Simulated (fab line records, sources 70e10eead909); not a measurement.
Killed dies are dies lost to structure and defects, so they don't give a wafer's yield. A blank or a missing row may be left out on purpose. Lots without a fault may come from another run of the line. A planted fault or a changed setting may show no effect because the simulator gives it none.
Chamber matching | flow nand_harc | NHARC_A_CHANNEL_HOLE_D1_ETCH_38 on rie_diel-08: 4 sister chambers
The step etches the open film in CF4, target depth 39 nm, time 65 s. 22 wafers are shown with their chamber, then 11 later ones without.

WAFERS WITH THEIR CHAMBER
wafer  | chamber | drypump_motor_current_A (A) | rf_vpp_V (V) | oes_product_au (a.u.)
L077.2 | 1       | 6.29                        | 152.1        | 0.989
L077.3 | 0       | 5.71                        | 149.6        | 1.003
L077.5 | 0       | 5.68                        | 150.4        | 0.994
L078.1 | 3       | 6.17                        | 152.4        | 0.991
L078.2 | 0       | 5.73                        | 149.3        | 1.007
L078.3 | 1       | 6.37                        | 153.0        | 1.000
L078.4 | 2       | 5.60                        | 149.8        | 1.005
L078.5 | 3       | 6.18                        | 153.0        | 0.984
L078.6 | 0       | 5.70                        | 151.6        | 1.004
L080.2 | 2       | 5.60                        | 149.9        | 1.003
L080.4 | 3       | 6.18                        | 151.0        | 1.003
L080.5 | 0       | 5.72                        | 150.3        | 0.997
L083.1 | 0       | 5.77                        | 150.5        | 1.001
L083.2 | 1       | 6.25                        | 153.3        | 0.997
L083.5 | 0       | 5.75                        | 150.4        | 1.001
L085.1 | 0       | 5.75                        | 151.4        | 0.988
L085.3 | 2       | 5.62                        | 149.9        | 0.999
L085.6 | 0       | 5.76                        | 153.2        | 0.994
L086.3 | 2       | 5.66                        | 148.9        | 1.007
L086.5 | 3       | 6.16                        | 152.7        | 1.001
L086.6 | 2       | 5.62                        | 150.6        | 1.009
L090.1 | 1       | 6.31                        | 154.3        | 0.988

SIGNATURES (means of the wafers above)
reading                 | chamber 0 | chamber 1 | chamber 2 | chamber 3 | scatter within a chamber
drypump_motor_current_A | 5.7300    | 6.3050    | 5.6200    | 6.1725    | 0.0311
rf_vpp_V                | 150.744   | 153.175   | 149.820   | 152.275   | 0.982
oes_product_au          | 0.99878   | 0.99350   | 1.00460   | 0.99475   | 0.00618
Rule: a wafer's distance from a chamber is the root of the sum, over the readings, of the square of ((its reading less the chamber's mean) divided by the reading's scatter). The wafer belongs to the nearest chamber; if the next one is less than 2 further off, it can't be placed. The scatter: the root of (the sum of the squares of (reading less its chamber's mean) over the shown wafers, divided by (wafers less chambers)).

WAFERS WITHOUT THEIR CHAMBER
wafer  | drypump_motor_current_A (A) | rf_vpp_V (V) | oes_product_au (a.u.)
L090.4 | 5.72                        | 149.3        | 0.995
L090.6 | 6.30                        | 152.9        | 0.996
L093.1 | 6.30                        | 153.1        | 0.999
L093.4 | 5.77                        | 148.5        | 1.020
L093.5 | 5.77                        | 150.1        | 1.007
L092.1 | 5.74                        | 149.9        | 0.996
L092.3 | 6.19                        | 152.6        | 1.005
L092.4 | 6.29                        | 154.4        | 0.987
L094.2 | 5.60                        | 150.6        | 1.019
L094.4 | 5.73                        | 150.6        | 1.004
L094.6 | 6.34                        | 151.5        | 0.998

WHICH CHAMBER EACH WENT THROUGH
wafer  | from the rows above     | in truth
L090.4 | can't be placed: 0 or 2 | 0
L090.6 | 1                       | 1
L093.1 | 1                       | 1
L093.4 | can't be placed: 0 or 2 | 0
L093.5 | 0                       | 0
L092.1 | 0                       | 0
L092.3 | 3                       | 3
L092.4 | 1                       | 1
L094.2 | 2                       | 2
L094.4 | 0                       | 0
L094.6 | 1                       | 1
Placed correctly: 9 of 11. Can't be placed from these rows: 2 (the true chamber is among the candidates in 2). Placed wrongly: 0.
